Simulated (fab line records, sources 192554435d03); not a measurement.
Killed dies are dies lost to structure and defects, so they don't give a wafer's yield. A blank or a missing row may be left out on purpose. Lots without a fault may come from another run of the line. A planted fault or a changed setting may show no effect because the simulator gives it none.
Split-lot experiment | flow n5_finfet | 7 lots, 39 wafers read, on a route of 1938 steps

THE SPLIT
At N5_FIN_SAQP_HM_DEP_03 (deposits SiNx from SiH4/NH3/N2, target thk 38 nm, time 33.6 s), the setting target_thk_a was moved away from the recipe's 380 angstrom on 9 of the 39 wafers read, by -38.4% to +59.8%. The other wafers ran this setting at the recipe's value.

FROM THE SPLIT TO THE READING: what the file shows between them, 4 steps
- N5_FIN_SAQP_THK_MEAS_05
- N5_FIN_SAQP_PECVD_47: deposits a-Si from SiH4/He, target thk 45 nm, time 36.3 s
- N5_FIN_SAQP_PECVD_48: deposits SiNx from SiH4/NH3/N2, target thk 25 nm, time 22.1 s
- N5_FIN_SAQP_MANDREL2_REMOVE_60: chemistry HBr/Cl2/O2, target a-Si, stops on SiNx, bt time 10 s

THE READING
etch.depth_nm (the simulator's own value, which no gauge read), in nm, at N5_FIN_SAQP_HM_OPEN_33 (chemistry CH3F/O2, target SiNx, target depth 49.4 nm, time 70.6 s). The file gives no usual value for it. The 30 wafers here that ran the recipe average 37.45 nm, standard deviation 0.48 nm.

wafer  | tool, chamber at the split | target_thk_a as run, angstrom | against the recipe | etch.depth_nm, nm | against lot-mates on the recipe
L075.1 | pecvd-04, 0                | 380                           | recipe             | 37.19             | -
L075.3 | pecvd-04, 2                | 380                           | recipe             | 37.47             | -
L075.5 | pecvd-04, 2                | 380                           | recipe             | 37.99             | -
L077.1 | pecvd-03, 1                | 607.2                         | +59.8%             | 59.74             | +21.52
L077.2 | pecvd-03, 2                | 607.2                         | +59.8%             | 59.56             | +21.34
L077.3 | pecvd-03, 0                | 607.2                         | +59.8%             | 60.48             | +22.26
L077.4 | pecvd-03, 1                | 380                           | recipe             | 38.41             | -
L077.5 | pecvd-03, 2                | 380                           | recipe             | 37.9              | -
L077.6 | pecvd-03, 0                | 380                           | recipe             | 38.35             | -
L078.1 | pecvd-01, 0                | 380                           | recipe             | 36.73             | -
L078.2 | pecvd-01, 2                | 380                           | recipe             | 36.78             | -
L078.3 | pecvd-01, 1                | 380                           | recipe             | 37.16             | -
L078.4 | pecvd-01, 2                | 380                           | recipe             | 37.42             | -
L078.5 | pecvd-01, 1                | 380                           | recipe             | 37.75             | -
L078.6 | pecvd-01, 0                | 380                           | recipe             | 37.29             | -
L085.1 | pecvd-04, 0                | 380                           | recipe             | 36.91             | -
L085.2 | pecvd-04, 1                | 380                           | recipe             | 37.06             | -
L085.3 | pecvd-04, 2                | 380                           | recipe             | 37.02             | -
L085.4 | pecvd-04, 0                | 380                           | recipe             | 37.53             | -
L085.5 | pecvd-04, 1                | 380                           | recipe             | 37.7              | -
L085.6 | pecvd-04, 2                | 380                           | recipe             | 37.63             | -
L094.1 | pecvd-01, 1                | 380                           | recipe             | 36.57             | -
L094.2 | pecvd-01, 2                | 281.5                         | -25.9%             | 27.01             | -10.09
L094.3 | pecvd-01, 0                | 281.5                         | -25.9%             | 27.34             | -9.76
L094.4 | pecvd-01, 0                | 380                           | recipe             | 36.93             | -
L094.5 | pecvd-01, 2                | 281.5                         | -25.9%             | 27.1              | -10.00
L094.6 | pecvd-01, 1                | 380                           | recipe             | 37.79             | -
L095.1 | pecvd-04, 0                | 380                           | recipe             | 37.06             | -
L095.2 | pecvd-04, 1                | 380                           | recipe             | 37.18             | -
L095.3 | pecvd-04, 1                | 234.2                         | -38.4%             | 23.37             | -13.83
L095.4 | pecvd-04, 0                | 380                           | recipe             | 37.35             | -
L095.5 | pecvd-04, 0                | 234.2                         | -38.4%             | 22.93             | -14.27
L095.6 | pecvd-04, 1                | 234.2                         | -38.4%             | 22.53             | -14.67
L096.1 | pecvd-04, 0                | 380                           | recipe             | 37.23             | -
L096.2 | pecvd-04, 1                | 380                           | recipe             | 37.51             | -
L096.3 | pecvd-04, 0                | 380                           | recipe             | 37.79             | -
L096.4 | pecvd-04, 1                | 380                           | recipe             | 38.23             | -
L096.5 | pecvd-04, 0                | 380                           | recipe             | 37.56             | -
L096.6 | pecvd-04, 1                | 380                           | recipe             | 38.11             | -

THE FIT
A straight line over all 39 wafers: etch.depth_nm changes by +0.379 nm for each +1% of target_thk_a; r = +1.00; the points scatter about the line by 0.48 nm.
The same after taking each lot's own level away (the mean of its wafers on the recipe; 39 wafers): +0.368 nm for each +1%; r = +1.00; scatter 0.37 nm.
On that fit, the largest move of target_thk_a shifts the reading by 22 nm.
The lots' own levels span 37.097 to 38.220 nm, that is 2.4 times the standard deviation above.
So the lot-to-lot level changes the slope little: the two slopes agree.
Check: with one of the wafers moved furthest among these (+59.8%) left out of the fit, the line predicts +22 nm for it against its lot-mates. It came out at +21.5 nm against them.

THE WHOLE CHAIN: every reading that the file lists as answering this split, in the file's order
step                    | what it does                                                      | reading                                                                            | change (the file's fit)               | r (the file's)
N5_FIN_SAQP_HM_DEP_03   | deposits SiNx from SiH4/NH3/N2, target thk 38 nm, time 33.6 s     | SiNx_of_FIN_SAQP_HM_DEP_03.thk_nm (the simulator's own value, which no gauge read) | +0.368 nm for each +1% of the setting | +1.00
N5_FIN_SAQP_THK_MEAS_05 |                                                                   | thk_nm                                                                             | withheld for each +1% of the setting  | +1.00
N5_FIN_SAQP_HM_OPEN_33  | chemistry CH3F/O2, target SiNx, target depth 49.4 nm, time 70.6 s | etch_rf_on_time_s                                                                  | withheld for each +1% of the setting  | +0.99
N5_FIN_SAQP_HM_OPEN_33  | chemistry CH3F/O2, target SiNx, target depth 49.4 nm, time 70.6 s | etch.depth_nm (the simulator's own value, which no gauge read)                     | +0.368 nm for each +1% of the setting | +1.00

THE FILE'S OWN FIT
etch.depth_nm changes by +0.368 nm for each +1% of target_thk_a, r = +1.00.
